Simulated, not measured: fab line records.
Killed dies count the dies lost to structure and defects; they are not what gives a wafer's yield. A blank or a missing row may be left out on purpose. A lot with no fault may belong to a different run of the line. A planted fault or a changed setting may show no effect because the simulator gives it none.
Which tool was responsible? -- flow n5Finfet -- 8 lots with 24 wafers sampled at 4 steps, on a route of 1938 steps

== WHAT THE GAUGES READ, wafer by wafer ==
N5_BEOL_M4_RC_MEAS_101. Usual: DIBL_N 36.1 mV/V, standard deviation 1.6; DIBL_P 35.8 mV/V, standard deviation 2; IOFF_N 0.157 nA/um, standard deviation 0.029; IOFF_P 0.21 nA/um, standard deviation 0.034; ION_N 677 uA/um, standard deviation 13; ION_P 465 uA/um, standard deviation 8.1; SS_N 71.3 mV/dec, standard deviation 0.61; SS_P 73.2 mV/dec, standard deviation 0.65; VT_N 249 mV, standard deviation 3.3; VT_P -250 mV, standard deviation 3.2.
lot,measured,on,DIBL_N (mV/V),DIBL_P (mV/V),IOFF_N (nA/um),IOFF_P (nA/um),ION_N (uA/um),ION_P (uA/um),SS_N (mV/dec),SS_P (mV/dec),VT_N (mV),VT_P (mV),flag
L844,day 10 13:10,prober-01,36.8 36.6 37.4,34.7 35.0 35.3,0.162 0.168 0.169,0.22 0.23 0.23,686 684 670,473 465 464,71.3 71.1 71.2,73.4 73.3 72.9,246 245 247,-247 -246 -248,
L847,day 11 03:11,prober-01,36.5 34.9 35.6,36.5 34.3 35.2,0.151 0.124 0.141,0.23 0.20 0.22,683 667 663,471 464 460,70.4 71.1 70.9,72.7 73.2 73.1,249 254 252,-248 -251 -249,
L849,day 11 17:14,prober-01,33.2 35.7 34.5,31.2 34.0 32.1,0.101 0.127 0.107,0.13 0.16 0.14,667 663 642,457 454 443,70.6 71.1 71.7,72.3 73.0 72.6,255 255 258,-259 -256 -259,
L858,day 14 01:10,prober-01,34.8 35.3 35.4,34.1 34.8 35.1,0.139 0.144 0.147,0.19 0.19 0.20,680 671 667,466 457 456,70.9 70.9 71.1,72.9 72.8 73.9,250 251 249,-251 -251 -253,
L859,day 14 03:41,prober-01,36.5 35.2 34.0,35.9 34.7 34.3,0.157 0.133 0.127,0.23 0.21 0.20,671 681 683,466 476 477,71.4 70.9 71.1,72.8 72.9 72.5,248 253 251,-249 -249 -251,
L860,day 14 03:45,prober-02,38.4 35.2 35.5,38.3 34.8 34.9,0.216 0.145 0.156,0.26 0.21 0.21,694 676 684,470 467 465,71.6 71.3 71.2,73.8 72.8 72.8,246 251 251,-246 -248 -250,
L861,day 14 09:38,prober-02,36.3 34.6 37.7,36.8 35.0 38.3,0.149 0.125 0.171,0.21 0.17 0.22,681 665 680,467 463 469,71.3 71.1 71.8,72.9 73.0 73.6,248 251 250,-253 -256 -250,
L862,day 14 13:03,prober-02,37.0 38.2 36.7,38.1 39.0 37.3,0.190 0.210 0.182,0.24 0.25 0.23,696 696 685,478 474 468,70.9 71.6 71.7,74.2 73.7 73.2,244 242 248,-249 -248 -246,

N5_BEOL_M6_THK_MEAS_01. Usual: M6_ILD_THK gives 153.9 nm (standard deviation 2).
lot,measured,on,M6_ILD_THK (nm),flag
L844,day 11 04:37,filmMetro-01,154.6 154.8 155.5,
L847,day 11 14:38,filmMetro-02,153.2 154.8 157.1,
L849,day 12 06:10,filmMetro-01,153.1 154.6 156.6,
L858,day 14 19:01,filmMetro-01,152.3 151.7 153.4,
L859,day 14 21:28,filmMetro-01,149.6 154.0 152.2,
L860,day 14 20:53,filmMetro-01,152.4 154.1 155.2,
L861,day 15 01:50,filmMetro-01,153.3 154.4 156.1,
L862,day 15 02:07,filmMetro-02,151.6 151.9 155.6,

N5_BEOL_M6_OVL_MEAS_12. Usual: M6_OVL gives 0.3 nm (standard deviation 0.76).
lot,measured,on,M6_OVL (nm),flag
L844,day 11 05:46,overlay-01,0.7 1.9 1.3,
L847,day 11 16:29,overlay-02,2.0 1.8 0.8,
L849,day 12 06:56,overlay-02,0.2 0.8 0.2,
L858,day 14 19:59,overlay-02,-0.6 0.9 -0.3,
L859,day 14 23:05,overlay-01,0.5 -0.4 -0.4,
L860,day 14 22:26,overlay-01,0.9 1.4 0.1,
L861,day 15 03:16,overlay-02,0.3 1.0 0.5,
L862,day 15 03:22,overlay-02,0.0 0.6 1.0,

== EACH LOT AND THE TOOL THAT RAN IT (in order: tool; ch and the chambers of the sampled wafers; start) ==
lot,N5_BEOL_M5_PRE_CLEAN_77
L844,"cvdCo-02 ch 0,1, day 11 03:46"
L847,"cvdCo-02 ch 0,1,2, day 11 13:46"
L849,"cvdCo-01 ch 0,1, day 12 05:18"
L858,"cvdCo-01 ch 0,2, day 14 17:57"
L859,"cvdCo-01 ch 0,1,2, day 14 20:23"
L860,"cvdCo-02 ch 1,2, day 14 20:01"
L861,"cvdCo-02 ch 0,2, day 15 00:44"
L862,"cvdCo-01 ch 0,1, day 15 01:13"
- N5_BEOL_M5_PRE_CLEAN_77: time 15 s.

== WHAT THE TOOLS THEMSELVES READ (means of the sampled wafers that have a number; where no wafer has one, the mark that the record gives instead) ==
N5_BEOL_M5_PRE_CLEAN_77. Usual: heaterPowerW 92 W, standard deviation 21.
lot,tool,heaterPowerW (W),flag
L844,cvdCo-02,90,
L847,cvdCo-02,90,
L849,cvdCo-01,106,
L858,cvdCo-01,73,
L859,cvdCo-01,94,
L860,cvdCo-02,83,
L861,cvdCo-02,88,
L862,cvdCo-01,118,

== THE ANSWER, worked out from the rows above alone ==
Rule: take the mean of a lot's wafers that have a number; if it is more than 3 standard deviations from the usual mean, the lot is off. Also off: a lot with no number at a reading for which 4 or more lots have one. The other lots that the step has rows for count as sound. The gauges are gone through in route order, then the tools' own readings, and for those a lot's mean is taken as printed above. At the first step where some lot is off, the reading lying furthest off is the one used; lots without a number count as furthest.
No lot is off on any of the readings shown, so nothing can be concluded from this.

== WHAT THE SIMULATOR PUT IN ==
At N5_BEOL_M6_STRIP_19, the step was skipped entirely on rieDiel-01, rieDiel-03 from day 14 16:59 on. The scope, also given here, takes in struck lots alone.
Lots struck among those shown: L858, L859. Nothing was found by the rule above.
